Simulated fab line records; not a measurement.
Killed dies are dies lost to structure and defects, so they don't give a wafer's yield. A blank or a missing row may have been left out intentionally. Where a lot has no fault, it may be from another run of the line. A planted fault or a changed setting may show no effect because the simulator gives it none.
fab line records	flow nandHarc
[record] lots = 5	wafers = 15	lastDay = 34
route steps=1302 shown A_BLC@1135 A_M0@1137 END@1302
lots that met no fault: taken from a fault-free run of the same line
startH: the number of hours between the record's first day and the start of the first shown wafer of the lot	waitH: time in hours since the lot's previous step	" unchanged from the row above	L1.1+2: a single row standing in for several wafers	- no value, or no start given	* or withheld: withheld	< > ~ a bound
route shown NAME@n: a module of which the file shows steps, and the number in the route of the first	usual: mean/standard deviation of fault-free wafers	same: alike in all rows	chamber/n: place in a boat	sites: readings site by site	_std_site: their standard deviation	_edge_site: outer sites' mean less inner sites'	radiusMm: how far each site lies from the wafer's centre	mask NAME#n: copy n	behind: the tool/chamber that last shaped the wafer	hold: why the lot went on hold/how many hours it stayed there/how the hold came to an end	device: transistor that didn't switch, given as n, p or np	end of line: tests run on the same wafers once the route is complete	a step with no rows: only its recipe	killed: count of dies lost to structure and defects at first sort (not the wafer's yield)	map: the dies of a wafer, with x for killed, . for not killed, _ for no die there
set.NAME: the run value of the setting; set.NAME@STEP: its run value at that earlier step	model.NAME: the simulator's own value behind a step, which no gauge read
lots at selected steps of the route; one table per step, one row per wafer
services: the hour from which a tool's chamber was out of use, counted from the record's first day as startH (under 0 if before that day), plus the number of hours and why
[[steps]]
[step NHARC_A_BLC_SRD_27]
[step NHARC_A_BLC_INSPECT_28]
[usual] rawDefectCount = 499/110
lot.wafer	tool	chamber	startH	waitH	rawDefectCount
L730.1	defectInspect-01	-	551.53	0.1	405
L730.2	"	-	"	"	418
L730.3	"	-	"	"	352
L735.2	defectInspect-01	-	591.89	0.1	559
L735.3	"	-	"	"	501
L735.5	"	-	"	"	451
L741.3	defectInspect-02	-	641.60	0.1	633
L741.4	"	-	"	"	577
L741.6	"	-	"	"	651
L745.1	defectInspect-01	-	674.09	0.1	682
L745.5	"	-	"	"	470
L745.6	"	-	"	"	462
L751.1	defectInspect-01	-	763.38	0.1	557
L751.4	"	-	"	"	789
L751.5	"	-	"	"	883
[step NHARC_A_M0_DEP_00]
[recipe] targetThkA = 1500	targetThkNm = 150	tempC = withheld	pressureTorr = 5	flowSccm = 200	rfW = 600	material = SiOC
[step NHARC_A_M0_DEHYDRATE_01]
[recipe] tempC = 150	timeS = 120
[step NHARC_A_M0_HMDS_02]
[recipe] timeS = 30
[step NHARC_A_M0_COAT_33]
[recipe] tempC = 200	timeS = 65
[step NHARC_A_M0_COAT_03]
[recipe] spinRpm = 1500	resistThkNm = 90
[step NHARC_A_M0_SOFTBAKE_04]
[recipe] tempC = 105	timeS = 55
[step NHARC_A_M0_EBR_05]
[step NHARC_A_M0_EXPOSE_06]
[recipe] na = 1.35	targetCdNm = 80	doseMj = 83.25	maskId = A_M0
[step NHARC_A_M0_PEB_07]
[recipe] pebTempC = 100	pebTimeS = 65
[step NHARC_A_M0_DEVELOP_08]
[recipe] developTimeS = 35	devTempC = 23
lot.wafer	tool	chamber	startH	waitH
L730.1+2+3	lithoTrack-04	0	552	-
L735.2+3+5	lithoTrack-01	0	592	-
L741.3+4+6	lithoTrack-06	0	642	-
L745.1+5+6	lithoTrack-01	0	675	-
L751.1+4+5	lithoTrack-04	0	764	-
[step NHARC_A_M0_CD_MEAS_09]
[recipe] targetCdNm = 80	landingEnergyEv = 500
[usual] cdNm = 80.2/0.51
lot.wafer	tool	chamber	startH	waitH	cdNm
L730.1	cdSem-02	0	552.43	-	80.8
L730.2	"	0	"	"	80.9
L730.3	"	0	"	"	80.4
L735.2	cdSem-01	0	593.01	-	80.3
L735.3	"	0	"	"	80.2
L735.5	"	0	"	"	80.1
L741.3	cdSem-03	0	642.51	-	79.9
L741.4	"	0	"	"	79.8
L741.6	"	0	"	"	80.1
L745.1	cdSem-01	0	675.12	-	80.0
L745.5	"	0	"	"	73.5
L745.6	"	0	"	"	73.2
L751.1	cdSem-02	0	764.82	-	80.3
L751.4	"	0	"	"	81.3
L751.5	"	0	"	"	80.5
[step NHARC_A_M0_OVL_MEAS_10]
[recipe] pitchNm = 160
[usual] overlayXNm = 0.3/0.76	overlayYNm = 0.1/0.63
lot.wafer	tool	chamber	startH	waitH	overlayXNm	overlayYNm
L730.1	overlay-01	-	552.51	-	0.0	0.0
L730.2	"	-	"	"	0.3	-0.1
L730.3	"	-	"	"	0.4	-0.2
L735.2	overlay-01	-	593.10	-	1.2	-0.4
L735.3	"	-	"	"	1.4	-0.1
L735.5	"	-	"	"	1.2	0.0
L741.3	overlay-01	-	642.60	-	-0.8	0.2
L741.4	"	-	"	"	-0.9	0.2
L741.6	"	-	"	"	-0.6	0.5
L745.1	overlay-01	-	675.21	-	0.9	0.1
L745.5	"	-	"	"	0.5	-0.7
L745.6	"	-	"	"	0.7	-0.2
L751.1	overlay-01	-	764.91	-	-0.7	-0.1
L751.4	"	-	"	"	-1.3	0.0
L751.5	"	-	"	"	-0.7	0.0
[step NHARC_A_M0_INSPECT_11]
[usual] rawDefectCount = 87/28
lot.wafer	tool	chamber	startH	waitH	rawDefectCount
L730.1	defectInspect-02	-	552.55	0.0	17
L730.2	"	-	"	"	16
L730.3	"	-	"	"	18
L735.2	defectInspect-01	-	593.14	0.0	112
L735.3	"	-	"	"	112
L735.5	"	-	"	"	130
L741.3	defectInspect-01	-	642.63	0.0	73
L741.4	"	-	"	"	57
L741.6	"	-	"	"	70
L745.1	defectInspect-01	-	675.24	0.0	126
L745.5	"	-	"	"	105
L745.6	"	-	"	"	100
L751.1	defectInspect-02	-	764.95	0.0	95
L751.4	"	-	"	"	86
L751.5	"	-	"	"	78
[step NHARC_A_M0_DESCUM_14]
[recipe] timeS = 3	o2FlowSccm = 200	arFlowSccm = 0	biasPowerW = 0	chemistry = O2
[usual] drypumpMotorCurrentA = 5.6/0.46	oesProductAu = 1.000/0.0076	rfVppV = 57.7/0.9	showerheadPlenumPTorr = 1.93/0.088	throttleValvePct = 11.310/0.0093
[same] timeS = 3
lot.wafer	tool	chamber	startH	waitH	drypumpMotorCurrentA	oesProductAu	rfHoursCounterH	rfVppV	showerheadPlenumPTorr	throttleValvePct	model.A_M0.cdNm
L730.2	rieDiel-10	2	552.61	0.1	5.9	0.996	5.9	56.0	1.79	11.293	80.47
L730.3	"	0	"	"	5.7	0.977	5.4	57.3	1.96	11.307	80.23
L730.1	"	1	"	"	5.1	0.992	5.9	57.5	1.93	11.308	80.26
L735.2	rieDiel-01	0	593.20	0.1	6.2	1.002	0.9	59.1	2.05	11.310	79.65
L735.3	"	3	"	"	5.7	1.005	1.0	59.0	1.89	11.316	79.79
L735.5	"	1	"	"	6.0	1.017	-	58.1	1.97	11.314	79.7
L741.3	rieDiel-10	1	642.70	0.1	5.1	0.996	1.6	57.1	1.93	11.313	79.87
L741.4	"	3	"	"	5.0	1.010	1.4	57.3	1.83	11.294	79.44
L741.6	"	0	"	"	5.6	1.001	-	57.9	1.95	11.299	80.33
L745.1	rieDiel-07	2	675.33	0.1	5.6	0.978	1.4	58.6	2.00	11.316	80.28
L745.5	"	3	"	"	5.8	0.996	-	56.6	2.05	11.304	73.5
L745.6	"	0	"	"	5.2	1.002	-	59.9	2.04	11.310	73.54
L751.4	rieDiel-07	3	765.01	0.1	5.7	1.015	4.4	58.2	2.04	11.303	81.27
L751.1	"	0	"	"	5.2	1.021	4.1	58.7	2.03	11.298	80
L751.5	"	0	"	"	5.2	1.015	-	58.4	2.03	11.321	79.83
[step NHARC_A_M0_ETCH_34]
[recipe] targetDepthA = 400	overetchA = 120	timeS = 43.94	ionEnergyEv = 200	n2FlowSccm = 150	h2FlowSccm = 150	arFlowSccm = 0	rfW = 400	biasW = 150	chemistry = N2/H2
[usual] drypumpMotorCurrentA = 5.6/0.48	h2FlowSccm = 150.0/0.43	oesProductAu = 1.001/0.0071	rfVppV = 430.6/2.8	showerheadPlenumPTorr = 2.05/0.097	throttleValvePct = 14.171/0.0081
[same] timeS = 43.94
lot.wafer	tool	chamber	startH	waitH	drypumpMotorCurrentA	h2FlowSccm	oesProductAu	rfHoursCounterH	rfVppV	showerheadPlenumPTorr	throttleValvePct
L730.3	rieDiel-10	1	552.70	0.1	5.1	150.3	1.000	5.9	429.1	2.06	14.163
L730.2	"	2	"	"	5.9	150.8	0.994	6.0	425.8	1.91	14.166
L730.1	"	3	"	"	5.0	149.8	1.003	5.9	428.5	1.95	14.183
L735.2	rieDiel-01	2	593.28	0.1	4.9	149.6	0.996	1.7	431.8	2.02	14.175
L735.3	"	3	"	"	5.7	150.6	0.998	1.0	428.9	2.01	14.192
L735.5	"	3	"	"	5.7	149.9	1.000	-	430.3	2.01	14.170
L741.4	rieDiel-10	1	642.78	0.1	5.1	149.9	1.003	1.6	430.5	2.06	14.161
L741.3	"	0	"	"	5.6	149.7	1.008	1.5	431.1	2.08	14.190
L741.6	"	1	"	"	5.1	149.9	1.008	-	430.0	2.06	14.160
L745.1	rieDiel-07	2	675.40	0.1	5.6	149.9	0.988	1.4	433.9	2.14	14.166
L745.6	"	0	"	"	5.2	149.6	1.001	-	434.3	2.17	14.170
L745.5	"	1	"	"	6.6	149.3	1.002	-	428.0	1.94	14.163
L751.4	rieDiel-07	2	765.09	0.1	5.6	150.0	0.997	5.3	432.4	2.14	14.175
L751.1	"	1	"	"	6.6	150.1	0.997	4.9	427.4	1.94	14.166
L751.5	"	2	"	"	5.6	149.4	0.996	-	432.8	2.14	14.178
[step NHARC_A_M0_ETCH_15]
[recipe] targetDepthA = 1500	overetchA = 150	timeS = 82.5	c4f8FlowSccm = withheld	arFlowSccm = 400	rfW = 600	biasW = 300	chemistry = C4F8/Ar
[usual] oesProductAu = 0.945/0.022	rfVppV = 441.2/2.8
[same] timeS = 82.5
lot.wafer	tool	chamber	startH	waitH	oesProductAu	rfHoursCounterH	rfVppV	model.A_M0.cdNm
L730.1	rieDiel-10	1	-	-	0.942	6.0	441.4	80.12
L730.2	"	2	"	"	0.933	6.0	435.9	80.47
L730.3	"	3	"	"	0.926	5.9	438.0	80.02
L735.3	rieDiel-01	3	-	-	0.923	1.0	439.9	79.65
L735.2	"	1	"	"	0.949	1.6	442.7	79.47
L735.5	"	0	"	"	0.920	-	444.5	79.65
L741.3	rieDiel-10	1	-	-	0.960	1.7	443.0	79.58
L741.4	"	2	"	"	0.971	1.6	437.3	79.43
L741.6	"	0	"	"	0.955	-	442.3	80.43
L745.1	rieDiel-07	3	-	-	0.946	1.5	445.8	79.99
L745.5	"	3	"	"	0.965	-	444.8	73.41
L745.6	"	0	"	"	0.972	-	444.7	73.36
L751.4	rieDiel-07	0	-	-	0.929	4.1	444.7	81.11
L751.1	"	2	"	"	0.926	5.3	443.6	80.2
L751.5	"	3	"	"	0.922	-	445.5	79.79
[step NHARC_A_M0_CD_MEAS_16]
[usual] cdNm = 80.1/0.67
lot.wafer	tool	chamber	startH	waitH	cdNm
L730.1	cdSem-01	-	552.91	-	79.9
L730.2	"	-	"	"	80.6
L730.3	"	-	"	"	80.1
L735.2	cdSem-03	-	593.50	-	79.6
L735.3	"	-	"	"	79.7
L735.5	"	-	"	"	79.5
L741.3	cdSem-03	-	643.00	-	79.6
L741.4	"	-	"	"	79.3
L741.6	"	-	"	"	80.5
L745.1	cdSem-01	-	675.60	-	80.0
L745.5	"	-	"	"	73.5
L745.6	"	-	"	"	73.3
L751.1	cdSem-02	-	765.31	-	80.3
L751.4	"	-	"	"	81.2
L751.5	"	-	"	"	79.7
[step NHARC_END_SORT_01]
[recipe] tempC = 25
[usual] defectLimitedYield = 90.1/2.4	killedAtArray = 62/16	killedAtOther = 0.8/1.1	killedAtPeriphery = 4/3.2	killedDies = 67/16	killedOpen = 3.5/1.9	killedShort = 2.1/1.5
[same] grossDies = 677
lot.wafer	tool	chamber	startH	waitH	defectLimitedYield[%]	killedAtArray	killedAtOther	killedAtPeriphery	killedDies	killedOpen	killedShort
L730.1	prober-02	0	594.09	2.5	96.0	24	2	1	27	1	3
L730.2	prober-02	0	594.89	2.8	96.2	23	1	2	26	3	2
L730.3	prober-02	0	595.68	3.1	96.3	22	1	2	25	3	3
L735.2	prober-02	0	632.07	2.8	89.4	69	1	2	72	1	0
L735.3	prober-02	0	632.87	3.1	88.6	72	1	4	77	3	1
L735.5	prober-02	0	634.48	3.7	86.1	93	0	1	94	6	2
L741.3	prober-02	0	683.98	3.1	91.7	52	1	3	56	0	2
L741.4	prober-02	0	684.77	3.4	93.6	41	0	2	43	4	2
L741.6	prober-02	0	686.36	4.0	93.4	38	1	6	45	3	0
L745.1	prober-02	0	716.95	2.5	88.3	75	0	4	79	5	1
L745.5	prober-02	0	720.19	3.7	89.2	70	0	3	73	3	3
L745.6	prober-02	0	721.00	4.1	87.4	81	0	4	85	3	4
L751.1	prober-01	0	805.77	2.5	89.1	69	2	3	74	2	1
L751.4	prober-01	0	808.18	3.4	89.2	69	1	3	73	7	1
L751.5	prober-01	0	808.98	3.7	90.5	56	3	5	64	2	4
// killed by level:class
L730.1 A_CHANNEL_HOLE_D2:chamberFilmFlake=11 A_STAIRCASE:chamberFilmFlake=5 A_M1:chamberFilmFlake=2 A_ONON_D1:geometricParticle:short=1 A_CHANNEL_FILL_D1:geometricParticle:open=1 A_CHANNEL_FILL_D2:geometricParticle:short=1 A_WL_FILL:geometricParticle:short=1 P_GATE:chamberFilmFlake=1
L730.2 A_CHANNEL_HOLE_D2:chamberFilmFlake=8 A_M1:chamberFilmFlake=5 A_CHANNEL_HOLE_D1:chamberFilmFlake=2 A_STAIRCASE:chamberFilmFlake=2 A_ONON_D1:geometricParticle:short=1 A_CHANNEL_FILL_D1:geometricParticle:short=1 A_CHANNEL_FILL_D2:geometricParticle:open=1 A_WL_FILL:geometricParticle:open=1
L730.3 A_CHANNEL_HOLE_D2:chamberFilmFlake=8 A_CONTACT:chamberFilmFlake=4 A_M1:chamberFilmFlake=4 P_STI:geometricParticle:open=1 P_CONTACT:geometricParticle:short=1 A_ONON_D1:geometricParticle:short=1 A_WL_FILL:geometricParticle:short=1 A_WL_FILL:geometricParticle:open=1
L735.2 A_SLIT:chamberFilmFlake=28 A_CHANNEL_HOLE_D2:chamberFilmFlake=27 A_CHANNEL_HOLE_D1:chamberFilmFlake=4 A_CONTACT:chamberFilmFlake=3 P_ZERO_WELL:chamberFilmFlake=2 A_CHANNEL_FILL_D2:chamberFilmFlake=2 A_WL_FILL:chamberFilmFlake=2 A_M0:geometricParticle:open=1
L735.3 A_SLIT:chamberFilmFlake=29 A_CHANNEL_HOLE_D2:chamberFilmFlake=29 A_ZERO_WELL:chamberFilmFlake=3 P_ZERO_WELL:chamberFilmFlake=2 A_CHANNEL_HOLE_D1:chamberFilmFlake=2 A_CHANNEL_FILL_D2:chamberFilmFlake=2 A_WL_FILL:chamberFilmFlake=2 A_CONTACT:chamberFilmFlake=2
L735.5 A_CHANNEL_HOLE_D2:chamberFilmFlake=40 A_SLIT:chamberFilmFlake=35 A_CONTACT:chamberFilmFlake=4 A_CHANNEL_HOLE_D1:chamberFilmFlake=3 A_ONON_D2:geometricParticle:short=2 P_M1:geometricParticle:open=1 A_CHANNEL_FILL_D1:geometricParticle:open=1 A_DECK1_JOINT:geometricParticle:open=1
L741.3 A_CHANNEL_HOLE_D1:chamberFilmFlake=38 A_SLIT:chamberFilmFlake=7 A_CONTACT:chamberFilmFlake=3 P_M2:chamberFilmFlake=2 A_STAIRCASE:chamberFilmFlake=2 A_CHANNEL_FILL_D1:geometricParticle:short=1 A_SGD_CUT:geometricParticle:short=1 P_GATE:chamberFilmFlake=1
L741.4 A_CHANNEL_HOLE_D1:chamberFilmFlake=30 A_SLIT:chamberFilmFlake=3 A_CONTACT:chamberFilmFlake=2 A_ONON_D1:geometricParticle:open=1 A_CHANNEL_FILL_D2:geometricParticle:short=1 A_WL_FILL:geometricParticle:short=1 A_CONTACT:geometricParticle:open=1 A_BLC:geometricParticle:open=1
L741.6 A_CHANNEL_HOLE_D1:chamberFilmFlake=30 P_M2:chamberFilmFlake=3 A_CHANNEL_FILL_D2:geometricParticle:open=2 P_GATE:chamberFilmFlake=2 A_SLIT:chamberFilmFlake=2 A_CONTACT:chamberFilmFlake=2 P_ZERO_WELL:chamberFilmFlake=1 STARTING-WAFER:geometricParticle:open=1
L745.1 A_SLIT:chamberFilmFlake=24 A_CHANNEL_HOLE_D2:chamberFilmFlake=22 A_CHANNEL_HOLE_D1:chamberFilmFlake=10 A_CONTACT:chamberFilmFlake=6 A_STAIRCASE:chamberFilmFlake=4 P_STI:chamberFilmFlake=2 A_WL_FILL:chamberFilmFlake=2 A_BLC:chamberFilmFlake=2
L745.5 A_SLIT:chamberFilmFlake=31 A_CHANNEL_HOLE_D2:chamberFilmFlake=22 A_CHANNEL_HOLE_D1:chamberFilmFlake=7 A_WL_FILL:chamberFilmFlake=3 A_CONTACT:chamberFilmFlake=2 P_GATE:geometricParticle:open=1 P_M0:geometricParticle:short=1 P_M0:geometricParticle:open=1
L745.6 A_SLIT:chamberFilmFlake=35 A_CHANNEL_HOLE_D2:chamberFilmFlake=25 A_CHANNEL_HOLE_D1:chamberFilmFlake=8 A_CONTACT:chamberFilmFlake=4 A_STAIRCASE:chamberFilmFlake=2 A_M0:areaDevelop=2 P_GATE:geometricParticle:open=1 P_CONTACT:geometricParticle:open=1
L751.1 A_SLIT:chamberFilmFlake=31 A_CHANNEL_HOLE_D1:chamberFilmFlake=28 A_WL_FILL:chamberFilmFlake=5 P_BONDPAD:chamberFilmFlake=2 A_CHANNEL_HOLE_D2:chamberFilmFlake=2 A_DECK1_JOINT:geometricParticle:open=1 A_M0:geometricParticle:open=1 P_ZERO_WELL:chamberFilmFlake=1
L751.4 A_SLIT:chamberFilmFlake=29 A_CHANNEL_HOLE_D1:chamberFilmFlake=21 A_CONTACT:chamberFilmFlake=4 A_DECK1_JOINT:geometricParticle:open=3 A_STAIRCASE:chamberFilmFlake=3 A_WL_FILL:chamberFilmFlake=3 A_ONON_D2:geometricParticle:open=2 A_CHANNEL_HOLE_D2:chamberFilmFlake=2
L751.5 A_SLIT:chamberFilmFlake=21 A_CHANNEL_HOLE_D1:chamberFilmFlake=19 A_CONTACT:chamberFilmFlake=5 P_GATE:chamberFilmFlake=3 A_CHANNEL_HOLE_D2:chamberFilmFlake=3 A_WL_FILL:chamberFilmFlake=2 THIN_TSV:chamberFilmFlake=2 P_STI:geometricParticle:open=1
[[services]]
tool	chamber	startH	hours	kind
lithoTrack-06	-	529.00	7.0	pm
rieDiel-07	0	529.20	-	clean
rieDiel-07	1	529.20	-	clean
rieDiel-07	2	529.20	-	clean
rieDiel-07	3	529.20	-	clean
rieDiel-10	0	551.04	-	clean
rieDiel-10	1	551.04	-	clean
rieDiel-10	2	551.04	-	clean
rieDiel-10	3	551.04	-	clean
lithoTrack-04	-	553.00	7.0	pm
rieDiel-01	-	557.93	9.0	pm
rieDiel-10	-	596.54	9.0	pm
rieDiel-01	1	636.02	13.9	repair
rieDiel-07	-	648.20	9.0	pm
lithoTrack-01	-	680.00	7.0	pm
lithoTrack-06	-	704.00	7.0	pm
rieDiel-10	1	713.57	7.9	repair
lithoTrack-04	-	728.00	7.0	pm
rieDiel-01	-	734.93	9.0	pm
rieDiel-10	0	744.14	3.6	repair
rieDiel-01	0	755.07	6.3	repair
rieDiel-01	3	756.23	6.2	repair
rieDiel-10	3	759.96	4.0	repair
rieDiel-10	0	760.40	13.6	repair
[[key]]
[firstSign] step = NHARC_A_M0_CD_MEAS_09	reading = cdNm	direction = down	sigmas = 14	usual = 80.2	struck = 73.3
[effect] step = NHARC_A_M0_CD_MEAS_16	reading = cdNm	direction = down	sigmas = 10	usual = 80.1	struck = 73.4
[modelEffect] step = NHARC_A_M0_DESCUM_14	value = A_M0.cdNm	without = 80.45	struck = 73.52
[modelEffect] step = NHARC_A_M0_ETCH_15	value = A_M0.cdNm	without = 80.31	struck = 73.38
metAt NHARC_A_M0_DEVELOP_08
struckWafers L745.5,L745.6
onsetBetween 592 675
[fault] kind = processParameterDrift	tool = lithoTrack-01	chamber = -	onsetH = 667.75	steps = NHARC_A_M0_DEVELOP_08	channel = developTimeS	offset = *	shape = step	endH = 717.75	scope = struckWafersOnly	actsIn = *	stated = *
